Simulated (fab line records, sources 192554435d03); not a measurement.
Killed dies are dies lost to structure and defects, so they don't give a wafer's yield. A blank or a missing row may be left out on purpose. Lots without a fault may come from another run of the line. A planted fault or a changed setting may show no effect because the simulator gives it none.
fab line records | flow n5_finfet | part 1 of 2: steps 1 to 4 of 6
record lots=23 wafers=69 last_day=17
route steps=1938 shown FIN_SAQP@98
lots that met no fault: from a run of the same line without faults
start_h: hours from the record's first day to the start of the lot's first wafer shown | wait_h: hours since the lot's step before | " the same as in the row above | L1.1+2: a row that stands for several wafers | - no value, or no start given | * or withheld: withheld | < > ~ a bound
route shown NAME@n: a module of which the file shows steps, and the number in the route of the first | usual: mean/standard deviation of fault-free wafers | same: alike in all rows | chamber/n: place in a boat | sites: the reading at each site | _std_site: their standard deviation | _edge_site: outer sites' mean less inner sites' | radius_mm: how far each site lies from the wafer's centre | mask NAME#n: copy n | behind: the tool/chamber that last shaped the wafer | hold: why the lot was held/for how many hours/how that ended | device: the transistor (n, p or np) that didn't switch | end of line: the same wafers' tests at the end of the route | a step without rows: its recipe alone | killed: dies lost to structure and defects at the first sort, not the wafer's yield | map: a wafer's dies, x killed, . not, _ none there
set.NAME: the setting as run; set.NAME@STEP: as run at that earlier step | model.NAME: the simulator's own value behind a step, which no gauge read
steps of the route over a sample of lots; a table a step, a row a wafer
services: from which hour (start_h, from the record's first day; less than 0 if before it) a tool's chamber was out of use, for how many hours, and why
## steps
# step N5_FIN_SAQP_PECVD_47
# recipe material=a-Si target_thk_a=450 temp_c=400 precursor=SiH4/He pressure_torr=3 rf_w=100 time_s=36.3
# usual heater_power_w=834/82 showerhead_plenum_p_Torr=5.640/0.025 throttle_valve_pct=17.9/1.3
# columns lot.wafer tool chamber start_h wait_h heater_power_w showerhead_plenum_p_Torr throttle_valve_pct
L074.3 pecvd-03 0 21.73 0.0 938 5.632 18.0
L074.5 " 2 " " 636 5.660 18.0
L074.6 " 1 " " 886 5.610 16.8
L075.3 pecvd-01 1 26.67 0.0 894 5.620 20.8
L075.4 " 0 " " 954 5.612 16.3
L075.6 " 1 " " 911 5.638 20.9
L076.3 pecvd-02 1 33.16 0.1 725 5.657 18.9
L076.4 " 0 " " 837 5.632 17.5
L076.6 " 1 " " 718 5.648 19.0
L077.2 pecvd-01 2 38.72 0.0 872 5.719 17.1
L077.5 " 1 " " 841 5.620 20.9
L077.6 " 2 " " 856 5.695 17.1
L078.1 pecvd-03 2 45.30 0.0 730 5.659 18.1
L078.3 " 1 " " 922 5.617 16.7
L078.6 " 1 " " 898 5.606 16.6
L079.1 pecvd-03 1 51.12 0.0 1003 5.621 16.7
L079.3 " 0 " " 850 5.649 17.9
L079.5 " 0 " " 866 5.658 18.0
L080.1 pecvd-03 0 57.94 0.0 838 5.638 17.8
L080.2 " 1 " " 1009 5.613 16.5
L080.4 " 0 " " 854 5.650 18.0
L081.2 pecvd-03 0 65.08 0.0 868 5.655 18.1
L081.5 " 0 " " 898 5.663 18.0
L081.6 " 1 " " 920 5.620 16.9
L082.1 pecvd-03 0 69.62 0.0 855 5.655 17.9
L082.2 " 1 " " 927 5.622 16.7
L082.3 " 2 " " 750 5.656 18.2
L083.3 pecvd-02 2 75.32 0.0 689 5.625 16.5
L083.4 " 1 " " 853 5.653 19.0
L083.5 " 2 " " 686 5.610 16.4
L084.3 pecvd-01 1 81.03 0.1 793 5.604 20.7
L084.4 " 0 " " 863 5.610 16.4
L084.6 " 0 " " 853 5.611 16.4
L085.2 pecvd-02 0 86.61 0.0 848 5.630 17.6
L085.4 " 2 " " 767 5.624 16.7
L085.5 " 1 " " 799 5.663 18.9
L086.2 pecvd-01 2 93.44 0.0 835 5.696 17.1
L086.3 " 0 " " 882 5.617 16.2
L086.5 " 0 " " 870 5.608 16.5
L088.1 pecvd-02 1 104.52 0.0 823 5.665 18.9
L088.3 " 2 " " 800 5.621 16.6
L088.5 " 2 " " 770 5.638 16.9
L089.1 pecvd-02 0 111.01 0.0 832 5.631 17.3
L089.5 " 2 " " 711 5.622 16.8
L089.6 " 1 " " 831 5.660 19.0
L090.2 pecvd-02 1 117.30 0.0 843 5.661 19.0
L090.5 " 0 " " 844 5.628 18.0
L090.6 " 1 " " 861 5.654 18.8
L091.1 pecvd-03 1 123.31 0.0 1012 5.622 16.5
L091.2 " 2 " " 719 5.669 18.5
L091.6 " 1 " " 1007 5.608 16.9
L092.1 pecvd-03 2 130.01 0.0 707 5.657 18.1
L092.3 " 1 " " 992 5.617 16.5
L092.4 " 1 " " 1025 5.611 16.5
L093.2 pecvd-01 1 136.53 0.1 888 5.632 20.7
L093.4 " 1 " " 894 5.631 20.9
L093.5 " 1 " " 879 5.613 20.8
L094.1 pecvd-02 0 141.49 0.0 875 5.633 17.7
L094.2 " 2 " " 779 5.628 16.5
L094.3 " 1 " " 773 5.664 19.0
L095.2 pecvd-02 0 146.90 0.0 818 5.619 18.0
L095.3 " 1 " " 849 5.653 19.1
L095.5 " 0 " " 816 5.628 17.7
L096.2 pecvd-03 0 153.86 0.0 859 5.637 17.9
L096.4 " 0 " " 852 5.645 18.0
L096.5 " 1 " " 905 5.631 16.5
L097.1 pecvd-01 1 159.49 0.0 913 5.621 20.7
L097.3 " 2 " " 793 5.695 17.0
L097.5 " 0 " " 857 5.604 16.2
# step N5_FIN_SAQP_OVL_MEAS_17
# recipe points_per_wafer=44
# usual FIN_CORE_OVL=0.2/0.82
# same points_per_wafer=44
# columns lot.wafer tool chamber start_h wait_h FIN_CORE_OVL[nm]
L074.3 overlay-02 0 22.45 0.0 -0.2
L074.5 " 0 " " 0.6
L074.6 " 0 " " -1.3
L075.3 overlay-02 0 27.36 0.0 -0.1
L075.4 " 0 " " 0.5
L075.6 " 0 " " -0.1
L076.3 overlay-02 0 33.80 0.0 -1.7
L076.4 " 0 " " -1.1
L076.6 " 0 " " -0.1
L077.2 overlay-01 0 39.44 0.0 0.8
L077.5 " 0 " " -0.2
L077.6 " 0 " " 0.0
L078.1 overlay-01 0 45.87 0.0 0.7
L078.3 " 0 " " 1.5
L078.6 " 0 " " 0.3
L079.1 overlay-02 0 51.69 0.0 0.5
L079.3 " 0 " " 2.2
L079.5 " 0 " " 2.0
L080.1 overlay-02 0 58.50 0.0 1.0
L080.2 " 0 " " 0.8
L080.4 " 0 " " 1.2
L081.2 overlay-02 0 65.78 0.0 -0.2
L081.5 " 0 " " 1.0
L081.6 " 0 " " -0.2
L082.1 overlay-02 0 70.19 0.0 -0.1
L082.2 " 0 " " 0.5
L082.3 " 0 " " 0.2
L083.3 overlay-01 0 76.04 0.0 0.4
L083.4 " 0 " " -0.6
L083.5 " 0 " " -0.5
L084.3 overlay-01 0 81.77 0.0 0.7
L084.4 " 0 " " -0.4
L084.6 " 0 " " 0.0
L085.2 overlay-01 0 87.31 0.0 -0.4
L085.4 " 0 " " 0.2
L085.5 " 0 " " -0.4
L086.2 overlay-02 0 94.10 0.0 1.1
L086.3 " 0 " " 0.3
L086.5 " 0 " " 0.2
L088.1 overlay-02 0 105.23 0.0 1.7
L088.3 " 0 " " 1.0
L088.5 " 0 " " -0.5
L089.1 overlay-01 0 111.58 0.0 -0.1
L089.5 " 0 " " 0.4
L089.6 " 0 " " 0.1
L090.2 overlay-01 0 117.87 0.0 -0.8
L090.5 " 0 " " 0.0
L090.6 " 0 " " 0.6
L091.1 overlay-02 0 124.00 0.0 0.8
L091.2 " 0 " " 1.2
L091.6 " 0 " " 0.4
L092.1 overlay-02 0 130.70 0.0 -0.5
L092.3 " 0 " " 0.2
L092.4 " 0 " " -0.9
L093.2 overlay-02 0 137.35 0.0 -0.3
L093.4 " 0 " " -0.8
L093.5 " 0 " " -0.1
L094.1 overlay-02 0 142.06 0.0 -0.2
L094.2 " 0 " " 0.1
L094.3 " 0 " " -0.8
L095.2 overlay-01 0 147.60 0.0 -1.3
L095.3 " 0 " " -1.2
L095.5 " 0 " " -0.5
L096.2 overlay-02 0 154.56 0.0 1.3
L096.4 " 0 " " 1.2
L096.5 " 0 " " 0.8
L097.1 overlay-02 0 160.06 0.0 -0.4
L097.3 " 0 " " -0.6
L097.5 " 0 " " 0.2
# step N5_FIN_SAQP_STRIP_55
# recipe chemistry=N2/H2 power_w=500 temp_c=40 pressure_mtorr=50 rf_frequency_hz=6e+07 overash_fraction=0.3 bias_power_w=28 h2_frac=0.5 n2_flow_sccm=300 h2_flow_sccm=300
# usual bias_power_w=28.00/0.09 drypump_motor_current_A=5.7/0.49 oes_product_au=0.81/0.064 rf_vpp_V=122.3/1.4 showerhead_plenum_p_Torr=3.43/0.073 throttle_valve_pct=18.9/0.3
# columns lot.wafer tool chamber start_h wait_h bias_power_w drypump_motor_current_A oes_product_au rf_hours_counter_h rf_vpp_V showerhead_plenum_p_Torr throttle_valve_pct
L074.3 rie_diel-06 2 22.90 0.1 28.07 5.5 0.86 59 121.9 3.41 18.7
L074.5 " 1 " " 28.03 5.7 0.73 - 122.1 3.49 18.5
L074.6 " 2 " " 28.08 5.5 0.84 - 120.9 3.41 18.7
L075.3 rie_diel-05 3 27.80 0.1 28.06 5.5 0.89 36 120.2 3.54 18.7
L075.4 " 1 " " 28.07 6.2 0.90 29 122.8 3.42 19.2
L075.6 " 0 " " 28.02 5.5 0.84 - 123.9 3.39 18.6
L076.3 rie_diel-06 0 34.35 0.2 28.13 6.4 0.74 149 121.5 3.35 19.6
L076.4 " 1 " " 27.99 5.7 0.73 155 122.2 3.48 18.5
L076.6 " 1 " " 27.99 5.7 0.73 - 124.8 3.48 18.5
L077.2 rie_diel-05 0 39.88 0.1 28.00 5.5 0.84 68 124.3 3.39 18.6
L077.5 " 0 " " 28.05 5.5 0.84 - 122.9 3.39 18.6
L077.6 " 1 " " 27.99 6.2 0.92 - 122.5 3.42 19.2
L078.1 rie_diel-02 3 46.31 0.1 28.02 5.9 0.80 79 123.9 3.40 19.3
L078.3 " 1 " " 28.04 6.3 0.72 183 121.8 3.35 18.7
L078.6 " 2 " " 28.10 5.1 0.75 - 118.9 3.35 19.0
L079.1 rie_diel-05 0 52.13 0.1 28.21 5.5 0.84 73 121.9 3.38 18.6
L079.3 " 3 " " 27.92 5.5 0.87 46 123.5 3.54 18.7
L079.5 " 3 " " 27.99 5.5 0.88 - 122.8 3.54 18.7
L080.1 rie_diel-02 2 58.94 0.1 27.93 5.1 0.75 152 120.7 3.35 19.0
L080.2 " 3 " " 27.92 5.9 0.78 84 122.7 3.39 19.3
L080.4 " 0 " " 27.99 6.6 0.92 20 121.8 3.59 19.1
L081.2 rie_diel-05 3 66.22 0.1 28.02 5.5 0.87 52 123.0 3.53 18.7
L081.5 " 3 " " 28.05 5.5 0.86 - 122.5 3.53 18.7
L081.6 " 0 " " 27.92 5.5 0.83 - 120.4 3.38 18.6
L082.1 rie_diel-05 0 70.66 0.1 28.05 5.5 0.83 79 121.0 3.38 18.6
L082.2 " 2 " " 28.09 4.9 0.76 149 122.9 3.50 18.8
L082.3 " 1 " " 27.92 6.2 0.89 43 124.1 3.41 19.2
L083.3 rie_diel-02 2 76.49 0.1 28.07 5.1 0.75 160 124.2 3.34 19.0
L083.4 " 3 " " 27.95 5.9 0.80 91 122.3 3.39 19.4
L083.5 " 1 " " 28.05 6.3 0.71 - 121.7 3.35 18.7
L084.3 rie_diel-05 2 82.32 0.2 27.91 4.9 0.77 153 123.0 3.50 18.8
L084.4 " 0 " " 27.83 5.5 0.83 84 124.4 3.38 18.6
L084.6 " 2 " " 28.01 4.9 0.77 - 123.0 3.50 18.8
L085.2 rie_diel-05 1 87.83 0.1 28.14 6.2 0.88 49 121.9 3.41 19.3
L085.4 " 0 " " 28.08 5.5 0.84 85 123.2 3.38 18.7
L085.5 " 3 " " 28.01 5.5 0.86 - 122.2 3.53 18.7
L086.2 rie_diel-02 0 94.86 0.3 27.95 6.6 0.91 31 122.4 3.59 19.1
L086.3 " 1 " " 27.92 6.3 0.72 200 123.1 3.34 18.7
L086.5 " 3 " " 27.99 5.9 0.77 - 121.7 3.39 19.4
L088.1 rie_diel-05 2 105.67 0.1 28.01 4.9 0.75 159 125.2 3.50 18.8
L088.3 " 0 " " 27.97 5.5 0.82 91 124.4 3.37 18.6
L088.5 " 2 " " 27.92 4.9 0.76 - 123.0 3.50 18.8
L089.1 rie_diel-02 1 112.23 0.1 27.99 6.2 0.72 206 120.7 3.34 18.7
L089.5 " 2 " " 28.07 5.1 0.73 - 122.1 3.34 19.0
L089.6 " 3 " " 28.12 5.9 0.77 - 123.0 3.38 19.4
L090.2 rie_diel-05 0 118.31 0.1 27.91 5.5 0.82 96 121.9 3.37 18.7
L090.5 " 3 " " 27.88 5.5 0.86 - 125.3 3.53 18.7
L090.6 " 0 " " 27.93 5.5 0.82 - 124.0 3.37 18.7
L091.1 rie_diel-05 1 124.48 0.1 28.01 6.2 0.85 62 120.0 3.40 19.3
L091.2 " 3 " " 28.04 5.5 0.85 69 123.4 3.52 18.7
L091.6 " 0 " " 27.96 5.5 0.81 - 121.9 3.37 18.7
L092.1 rie_diel-06 1 131.14 0.1 27.97 5.7 0.70 188 123.2 3.47 18.5
L092.3 " 2 " " 28.02 5.5 0.80 96 120.8 3.39 18.8
L092.4 " 3 " " 27.93 5.7 0.86 71 121.4 3.39 19.0
L093.2 rie_diel-05 1 137.83 0.1 27.99 6.2 0.87 66 122.1 3.40 19.3
L093.4 " 2 " " 28.07 4.9 0.76 171 124.1 3.49 18.8
L093.5 " 2 " " 28.03 4.9 0.75 - 125.1 3.49 18.8
L094.1 rie_diel-05 3 142.52 0.1 28.05 5.5 0.84 76 124.5 3.52 18.8
L094.2 " 0 " " 28.01 5.5 0.81 104 121.4 3.37 18.7
L094.3 " 1 " " 27.96 6.2 0.85 68 119.4 3.40 19.3
L095.2 rie_diel-05 1 148.48 0.1 27.93 6.2 0.86 69 124.3 3.40 19.2
L095.3 " 0 " " 28.09 5.5 0.81 105 121.9 3.37 18.7
L095.5 " 1 " " 27.83 6.2 0.85 - 122.5 3.40 19.3
L096.2 rie_diel-06 3 155.44 0.1 27.93 5.7 0.83 81 122.6 3.39 19.0
L096.4 " 1 " " 28.02 5.7 0.70 198 122.5 3.46 18.6
L096.5 " 3 " " 27.87 5.7 0.84 - 122.0 3.39 19.0
L097.1 rie_diel-06 2 160.56 0.1 28.00 5.5 0.80 108 121.1 3.39 18.8
L097.3 " 3 " " 28.04 5.7 0.84 82 119.4 3.39 19.0
L097.5 " 1 " " 27.96 5.7 0.70 - 122.7 3.46 18.6
# step N5_FIN_SAQP_MANDREL2_REMOVE_60
# recipe chemistry=HBr/Cl2/O2 bt_time_s=10 target=a-Si stop_on=SiNx endpoint=OES-SiCl over_etch_frac=1 icp_w=600 bias_w=22 HBr_flow_sccm=150 Cl2_flow_sccm=80 O2_flow_sccm=5 pressure_mtorr=10
# usual HBr_flow_sccm=150.0/0.49 O2_flow_sccm=5.001/0.013 drypump_motor_current_A=5.8/0.5 oes_product_au=0.994/0.02 throttle_valve_pct=36.84/0.3
# columns lot.wafer tool chamber start_h wait_h HBr_flow_sccm O2_flow_sccm drypump_motor_current_A oes_product_au rf_hours_counter_h throttle_valve_pct
L074.3 rie_si-02 0 26.23 0.1 150.0 5.001 5.2 1.017 26 36.99
L074.5 " 3 " " 149.9 4.980 5.7 0.973 - 36.98
L074.6 " 1 " " 149.5 5.006 6.3 1.012 - 36.64
L075.3 rie_si-04 2 31.30 0.1 149.3 5.005 5.1 1.020 187 36.41
L075.4 " 3 " " 150.3 5.018 5.2 0.988 102 36.71
L075.6 " 0 " " 150.5 5.010 6.6 0.998 - 36.36
L076.3 rie_si-01 3 37.90 0.1 150.3 4.991 5.9 0.997 37 37.41
L076.4 " 2 " " 150.5 4.978 5.4 0.990 101 36.65
L076.6 " 0 " " 150.5 5.004 5.1 0.981 - 36.65
L077.2 rie_si-01 3 44.00 0.1 149.9 5.015 6.0 0.986 37 37.42
L077.5 " 2 " " 150.1 4.995 5.4 0.985 - 36.64
L077.6 " 3 " " 148.7 5.023 6.0 0.971 - 37.41
L078.1 rie_si-04 1 49.38 0.1 150.1 4.996 6.0 0.984 58 37.15
L078.3 " 2 " " 149.7 5.005 5.1 1.022 187 36.42
L078.6 " 0 " " 150.1 4.980 6.6 1.010 - 36.37
L079.1 rie_si-02 1 55.85 0.1 150.3 5.009 6.3 1.002 32 36.66
L079.3 " 2 " " 150.6 5.006 6.1 1.026 0 36.67
L079.5 " 3 " " 150.4 4.992 5.7 0.969 - 36.96
L080.1 rie_si-04 2 62.47 0.1 150.1 4.999 5.0 1.022 187 36.41
L080.2 " 0 " " 149.7 5.003 6.6 1.016 8 36.36
L080.4 " 1 " " 149.7 5.011 6.0 0.979 59 37.15
L081.2 rie_si-01 0 69.80 0.1 150.7 5.007 5.1 0.967 96 36.67
L081.5 " 1 " " 149.7 5.011 6.3 0.991 - 37.19
L081.6 " 2 " " 149.9 4.983 5.5 0.987 - 36.66
L082.1 rie_si-01 1 73.87 0.1 150.3 4.984 6.3 0.988 57 37.21
L082.2 " 3 " " 150.3 5.014 5.9 0.976 38 37.41
L082.3 " 0 " " 150.5 4.984 5.1 0.963 96 36.64
L083.3 rie_si-02 3 79.81 0.1 149.3 4.983 5.7 0.958 55 36.97
L083.4 " 1 " " 150.0 5.000 6.3 1.000 - 36.66
L083.5 " 2 " " 150.7 4.986 6.1 1.019 - 36.69
L084.3 rie_si-01 3 85.97 0.1 150.4 5.003 6.0 0.978 38 37.40
L084.4 " 0 " " 150.0 4.992 5.1 0.966 96 36.66
L084.6 " 3 " " 150.0 5.001 6.0 0.972 - 37.42
L085.2 rie_si-01 1 92.54 0.1 149.7 5.002 6.3 0.988 57 37.20
L085.4 " 2 " " 149.3 4.989 5.4 0.976 102 36.68
L085.5 " 3 " " 150.5 4.984 6.0 0.970 - 37.41
L086.2 rie_si-04 3 99.99 0.1 150.5 5.009 5.2 0.999 104 36.72
L086.3 " 2 " " 150.0 5.006 5.1 1.026 188 36.43
L086.5 " 2 " " 149.4 5.019 5.1 1.015 - 36.42
L088.1 rie_si-02 2 108.93 0.1 150.0 5.004 6.1 1.018 2 36.69
L088.3 " 3 " " 149.7 5.025 5.7 0.958 56 36.97
L088.5 " 0 " " 150.4 5.008 5.1 1.010 - 36.99
L089.1 rie_si-01 3 115.34 0.1 150.3 4.974 6.0 0.976 39 37.42
L089.5 " 1 " " 150.0 4.977 6.3 0.997 - 37.20
L089.6 " 0 " " 150.7 5.006 5.1 0.975 - 36.66
L090.2 rie_si-04 1 121.50 0.1 150.7 5.008 5.9 0.983 60 37.16
L090.5 " 0 " " 149.2 5.006 6.7 1.003 - 36.36
L090.6 " 1 " " 150.8 5.006 5.9 0.975 - 37.16
L091.1 rie_si-02 1 127.76 0.1 149.5 4.994 6.3 0.999 34 36.64
L091.2 " 0 " " 149.8 5.020 5.2 1.018 27 36.98
L091.6 " 0 " " 150.0 5.002 5.2 1.024 - 36.98
L092.1 rie_si-02 0 135.57 0.1 150.3 5.015 5.1 1.023 27 36.98
L092.3 " 2 " " 149.8 4.999 6.1 1.024 2 36.69
L092.4 " 1 " " 150.2 5.033 6.3 0.998 34 36.65
L093.2 rie_si-02 3 140.96 0.1 148.9 5.001 5.7 0.975 57 36.98
L093.4 " 2 " " 149.3 5.001 6.1 1.025 2 36.69
L093.5 " 2 " " 149.7 4.990 6.1 1.023 - 36.69
L094.1 rie_si-02 2 146.96 0.1 150.1 4.997 6.1 1.023 2 36.71
L094.2 " 1 " " 150.1 5.012 6.3 0.992 34 36.66
L094.3 " 3 " " 149.5 5.003 5.7 0.961 57 36.96
L095.2 rie_si-04 0 151.76 0.1 149.8 4.988 6.6 1.013 9 36.35
L095.3 " 1 " " 149.6 5.021 5.9 0.982 60 37.17
L095.5 " 0 " " 150.5 4.989 6.7 1.013 - 36.37
L096.2 rie_si-02 3 159.22 0.1 149.6 5.014 5.7 0.969 57 36.98
L096.4 " 0 " " 150.2 4.996 5.1 1.015 28 36.98
L096.5 " 0 " " 149.3 5.006 5.1 1.017 - 36.98
L097.1 rie_si-01 2 163.80 0.1 149.8 5.006 5.4 0.980 103 36.65
L097.3 " 1 " " 149.7 4.995 6.4 0.981 59 37.19
L097.5 " 1 " " 149.9 4.989 6.3 0.971 - 37.20
